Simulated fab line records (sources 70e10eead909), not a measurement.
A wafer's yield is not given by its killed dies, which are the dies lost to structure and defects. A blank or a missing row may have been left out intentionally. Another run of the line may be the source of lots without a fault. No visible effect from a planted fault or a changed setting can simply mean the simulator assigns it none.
fab line records -- flow nand_harc -- part 2 of 2: steps 5 to 6 of 6
record lots=20, wafers=60, last_day=24
route steps=1159 shown A_CHANNEL_FILL_D1@499 A_STAIRCASE@531
lots with no fault: from the same line, run without faults
start_h: the number of hours between the record's first day and the start of the first shown wafer of the lot -- wait_h: hours elapsed since this lot's preceding step -- " unchanged from the row above -- L1.1+2: one row covering several wafers at once -- - no value present, or no start provided -- * or withheld: withheld -- < > ~ a bound
route shown NAME@n: NAME is a module with steps in the file, n the number in the route of the first one -- usual: mean and standard deviation over wafers with no fault -- same: alike in all rows -- chamber/n: place in a boat -- sites: per-site readings -- _std_site: how widely they spread, as a standard deviation -- _edge_site: mean of outer sites minus mean of inner sites -- radius_mm: for every site, how far away it sits from the centre of the wafer -- mask NAME#n: copy n -- behind: the most recent tool/chamber to have shaped the wafer -- hold: why the lot was held/for how many hours/how that ended -- device: whichever transistor did not switch (one of n, p or np) -- end of line: the tests these same wafers got at the end of their route -- a step with no rows: only its recipe -- killed: at the first sort, the dies lost to defects and structure; wafer yield is something else -- map: a wafer's dies, x killed, . not, _ none there
set.NAME: the setting the step ran with; set.NAME@STEP: the setting that earlier step ran with -- model.NAME: the simulator's own value behind a step, which no gauge read
route steps across a sampled set of lots; one table per step, one row per wafer
services: from which hour (start_h, from the record's first day; less than 0 if before it) a tool's chamber was out of use, for how many hours, and why
## steps
# step NHARC_A_STAIRCASE_TRIM_222
# recipe time_s=211.2, o2_flow_sccm=500, ar_flow_sccm=0, bias_w=0, chemistry=O2
# usual drypump_motor_current_A=5.7/0.41, mfc_ar_sccm=0.007/0.011, oes_product_au=1.004/0.012, rf_vpp_V=57.8/0.88, showerhead_plenum_p_Torr=3.57/0.12, throttle_valve_pct=17.037/0.0078
lot.wafer,tool,chamber,start_h,wait_h,drypump_motor_current_A,mfc_ar_sccm,oes_product_au,rf_hours_counter_h,rf_vpp_V,showerhead_plenum_p_Torr,throttle_valve_pct
L074.1,rie_diel-13,1,-,-,5.5,0,0.992,49,57.9,3.59,17.034
L074.4,rie_diel-13,0,-,-,6.7,0,0.997,50,58.1,3.78,17.031
L074.5,rie_diel-13,1,-,-,5.5,0,0.991,-,57.4,3.59,17.035
L075.2,rie_diel-01,2,-,-,5.8,0.035,1.012,39,56.9,3.71,17.036
L075.4,rie_diel-01,3,-,-,6.1,0,1.011,40,57.5,3.59,17.041
L075.3,rie_diel-01,0,-,-,5.4,0.018,0.993,35,57.9,3.59,17.050
L076.1,rie_diel-11,0,-,-,5.5,0,1.001,21,58.0,3.71,17.031
L076.2,rie_diel-11,3,-,-,5.8,0.020,0.994,22,58.4,3.66,17.037
L076.6,rie_diel-11,1,-,-,5.8,0,0.976,-,58.4,3.46,17.028
L077.4,rie_diel-13,2,-,-,5.2,0.000,1.016,58,56.2,3.58,17.047
L077.1,rie_diel-13,3,-,-,5.5,0,0.997,51,57.0,3.45,17.042
L077.5,rie_diel-13,2,-,-,5.2,0.000,1.013,-,58.3,3.58,17.035
L078.3,rie_diel-11,2,-,-,5.6,0.004,1.007,26,58.2,3.42,17.038
L078.6,rie_diel-11,3,-,-,5.8,0.020,0.992,-,58.5,3.66,17.039
L078.5,rie_diel-11,0,-,-,5.4,0,1.006,-,58.8,3.71,17.037
L082.2,rie_diel-13,2,-,-,5.2,0.000,1.013,2,59.0,3.57,17.024
L082.6,rie_diel-13,1,-,-,5.5,0,1.002,-,57.0,3.59,17.052
L082.5,rie_diel-13,2,-,-,5.2,0.000,1.013,-,57.9,3.57,17.038
L081.4,rie_diel-13,2,-,-,5.2,0.000,1.020,3,56.8,3.57,17.049
L081.2,rie_diel-13,3,-,-,5.5,0,0.996,3,57.7,3.44,17.035
L081.5,rie_diel-13,1,-,-,5.4,0,1.011,-,57.2,3.59,17.029
L083.2,rie_diel-01,2,-,-,5.8,0.035,1.019,56,57.9,3.70,17.031
L083.3,rie_diel-01,3,-,-,6.1,0,1.002,56,57.8,3.58,17.039
L083.4,rie_diel-01,1,-,-,5.9,0.024,1.014,50,57.6,3.33,17.039
L085.1,rie_diel-13,3,-,-,5.5,0,1.001,12,57.8,3.44,17.038
L085.2,rie_diel-13,0,-,-,6.7,0,1.010,11,58.0,3.77,17.040
L085.3,rie_diel-13,1,-,-,5.5,0,1.002,12,59.0,3.58,17.037
L087.1,rie_diel-13,1,-,-,5.5,0,1.007,12,58.2,3.58,17.034
L087.4,rie_diel-13,2,-,-,5.2,0.000,1.010,13,58.3,3.56,17.025
L087.6,rie_diel-13,1,-,-,5.5,0,1.002,-,57.9,3.58,17.022
L088.4,rie_diel-13,3,-,-,5.5,0,0.998,17,57.4,3.44,17.037
L088.1,rie_diel-13,1,-,-,5.5,0,1.004,17,58.8,3.58,17.038
L088.2,rie_diel-13,2,-,-,5.2,0.000,1.018,17,56.3,3.56,17.038
L090.1,rie_diel-13,2,-,-,5.2,0.000,1.018,19,56.1,3.56,17.027
L090.4,rie_diel-13,3,-,-,5.4,0,1.005,19,57.2,3.44,17.027
L090.3,rie_diel-13,0,-,-,6.7,0,1.023,18,59.2,3.76,17.033
L089.2,rie_diel-11,3,-,-,5.8,0.020,0.985,51,57.8,3.65,17.038
L089.3,rie_diel-11,1,-,-,5.8,0,1.002,50,56.7,3.44,17.027
L089.5,rie_diel-11,0,-,-,5.5,0,1.012,-,57.7,3.70,17.042
L091.2,rie_diel-13,2,-,-,5.2,0.000,1.006,22,58.6,3.56,17.040
L091.4,rie_diel-13,3,-,-,5.5,0,1.002,22,57.6,3.43,17.022
L091.5,rie_diel-13,1,-,-,5.5,0,1.009,-,57.6,3.57,17.038
L092.3,rie_diel-11,2,-,-,5.6,0.004,1.005,58,58.9,3.40,17.027
L092.6,rie_diel-11,3,-,-,5.8,0.020,0.993,-,57.7,3.65,17.044
L092.5,rie_diel-11,0,-,-,5.5,0,1.009,-,61.0,3.69,17.040
L093.4,rie_diel-13,2,-,-,5.2,0.000,1.009,29,56.9,3.55,17.024
L093.2,rie_diel-13,3,-,-,5.5,0,1.009,28,56.7,3.43,17.045
L093.3,rie_diel-13,1,-,-,5.5,0,1.013,28,58.0,3.57,17.040
L094.1,rie_diel-13,0,-,-,6.7,0,1.018,28,57.5,3.76,17.042
L094.3,rie_diel-13,1,-,-,5.5,0,1.007,29,58.7,3.57,17.040
L094.5,rie_diel-13,1,-,-,5.5,0,1.004,-,57.9,3.57,17.016
L096.4,rie_diel-01,3,-,-,6.1,0,0.982,18,59.4,3.57,17.044
L096.3,rie_diel-01,0,-,-,5.4,0.018,0.988,20,57.7,3.57,17.039
L096.6,rie_diel-01,3,-,-,6.1,0,0.987,-,58.0,3.57,17.032
L097.2,rie_diel-01,3,-,-,6.1,0,0.981,24,58.4,3.57,17.046
L097.4,rie_diel-01,0,-,-,5.4,0.018,0.983,24,57.6,3.57,17.045
L097.5,rie_diel-01,2,-,-,5.8,0.035,0.994,-,57.0,3.69,17.041
L095.3,rie_diel-11,3,-,-,5.8,0.020,1.004,1,58.0,3.64,17.051
L095.2,rie_diel-11,0,-,-,5.5,0,1.015,1,56.3,3.69,17.039
L095.5,rie_diel-11,2,-,-,5.6,0.004,1.014,-,57.2,3.40,17.048
# step NHARC_A_STAIRCASE_STRIP_238
# recipe power_w=1500, temp_c=250, chemistry=O2
# usual drypump_motor_current_A=5.7/0.34, heater_power_w=352/8.8
lot.wafer,tool,chamber,start_h,wait_h,drypump_motor_current_A,heater_power_w,rf_hours_counter_h
L074.1,plasma_asher-01,0,252.75,0.1,5.2,346,48
L074.4,plasma_asher-01,1,252.75,0.1,5.7,386,-
L074.5,plasma_asher-01,1,252.75,0.1,5.7,375,-
L075.2,plasma_asher-01,0,253.16,0.1,5.2,358,48
L075.4,plasma_asher-01,1,253.16,0.1,5.7,381,-
L075.3,plasma_asher-01,0,253.16,0.1,5.2,353,-
L076.1,plasma_asher-02,0,257.87,0.1,5.5,342,22
L076.2,plasma_asher-02,1,257.87,0.1,6.1,357,22
L076.6,plasma_asher-02,0,257.87,0.1,5.5,350,-
L077.1,plasma_asher-02,0,258.91,0.1,5.5,352,22
L077.4,plasma_asher-02,1,258.91,0.1,6.1,359,-
L077.5,plasma_asher-02,0,258.91,0.1,5.5,339,-
L078.3,plasma_asher-02,0,270.10,0.2,5.4,345,-
L078.6,plasma_asher-02,0,270.10,0.2,5.5,348,-
L078.5,plasma_asher-02,1,270.10,0.2,6.1,347,-
L082.2,plasma_asher-02,1,292.80,0.1,6.1,344,34
L082.6,plasma_asher-02,0,292.80,0.1,5.5,344,-
L082.5,plasma_asher-02,1,292.80,0.1,6.1,358,-
L081.2,plasma_asher-01,0,294.40,0.1,5.2,356,3
L081.4,plasma_asher-01,1,294.40,0.1,5.7,353,-
L081.5,plasma_asher-01,1,294.40,0.1,5.7,357,-
L083.2,plasma_asher-02,0,297.77,0.1,5.5,351,36
L083.3,plasma_asher-02,0,297.77,0.1,5.4,341,-
L083.4,plasma_asher-02,1,297.77,0.1,6.1,361,-
L085.1,plasma_asher-01,0,318.98,0.1,5.2,356,10
L085.2,plasma_asher-01,1,318.98,0.1,5.7,354,10
L085.3,plasma_asher-01,1,318.98,0.1,5.7,358,-
L087.1,plasma_asher-02,1,319.70,0.3,6.1,355,43
L087.4,plasma_asher-02,1,319.70,0.3,6.1,359,-
L087.6,plasma_asher-02,0,319.70,0.3,5.5,340,-
L088.1,plasma_asher-02,1,331.44,0.1,6.1,355,47
L088.2,plasma_asher-02,0,331.44,0.1,5.5,353,47
L088.4,plasma_asher-02,0,331.44,0.1,5.5,344,-
L090.1,plasma_asher-02,0,337.13,0.1,5.5,343,49
L090.3,plasma_asher-02,0,337.13,0.1,5.5,353,-
L090.4,plasma_asher-02,1,337.13,0.1,6.1,357,-
L089.2,plasma_asher-01,0,339.24,0.7,5.2,348,19
L089.3,plasma_asher-01,0,339.24,0.7,5.2,351,-
L089.5,plasma_asher-01,1,339.24,0.7,5.7,351,-
L091.2,plasma_asher-02,1,343.38,0.1,6.1,351,52
L091.4,plasma_asher-02,1,343.38,0.1,6.1,352,-
L091.5,plasma_asher-02,0,343.38,0.1,5.5,351,-
L092.3,plasma_asher-02,0,353.86,0.2,5.5,350,-
L092.5,plasma_asher-02,1,353.86,0.2,6.1,350,-
L092.6,plasma_asher-02,0,353.86,0.2,5.5,344,-
L093.2,plasma_asher-01,1,362.22,1.0,5.7,358,26
L093.4,plasma_asher-01,1,362.22,1.0,5.7,352,-
L093.3,plasma_asher-01,0,362.22,1.0,5.2,348,-
L094.1,plasma_asher-01,0,364.24,2.3,5.2,349,28
L094.3,plasma_asher-01,1,364.24,2.3,5.7,355,-
L094.5,plasma_asher-01,0,364.24,2.3,5.2,358,-
L096.3,plasma_asher-01,1,373.18,0.2,5.7,353,-
L096.4,plasma_asher-01,0,373.18,0.2,5.2,353,-
L096.6,plasma_asher-01,0,373.18,0.2,5.2,348,-
L097.2,plasma_asher-01,0,381.74,0.1,5.2,356,35
L097.4,plasma_asher-01,0,381.74,0.1,5.2,344,-
L097.5,plasma_asher-01,1,381.74,0.1,5.7,354,-
L095.2,plasma_asher-02,1,382.19,0.4,6.1,341,4
L095.3,plasma_asher-02,1,382.19,0.4,6.1,327,-
L095.5,plasma_asher-02,0,382.19,0.4,5.5,333,-
## services
tool,chamber,start_h,hours,kind
rie_diel-11,0,188.45,2.9,repair
rie_diel-11,-,189.50,9.0,pm
rie_diel-13,0,207.57,-,clean
rie_diel-13,1,207.57,-,clean
rie_diel-13,2,207.57,-,clean
rie_diel-13,3,207.57,-,clean
rie_diel-13,0,209.33,2.1,repair
rie_si-02,-,211.00,9.0,pm
plasma_asher-02,-,261.31,3.6,repair
rie_si-04,3,275.74,2.3,repair
plasma_asher-01,-,276.00,9.0,pm
rie_si-04,-,276.00,9.0,pm
rie_diel-13,-,276.27,9.0,pm
rie_si-03,1,278.28,5.0,repair
rie_si-03,1,296.06,1.8,repair
rie_diel-01,2,296.42,3.8,repair
rie_diel-01,-,314.88,9.0,pm
rie_si-03,-,332.00,9.0,pm
rie_si-03,-,351.21,0.2,repair
plasma_asher-02,-,360.11,9.0,pm
rie_diel-01,2,362.64,2.9,repair
rie_diel-11,-,366.50,9.0,pm
rie_si-03,2,368.36,9.8,repair
rie_si-02,0,375.39,5.9,repair
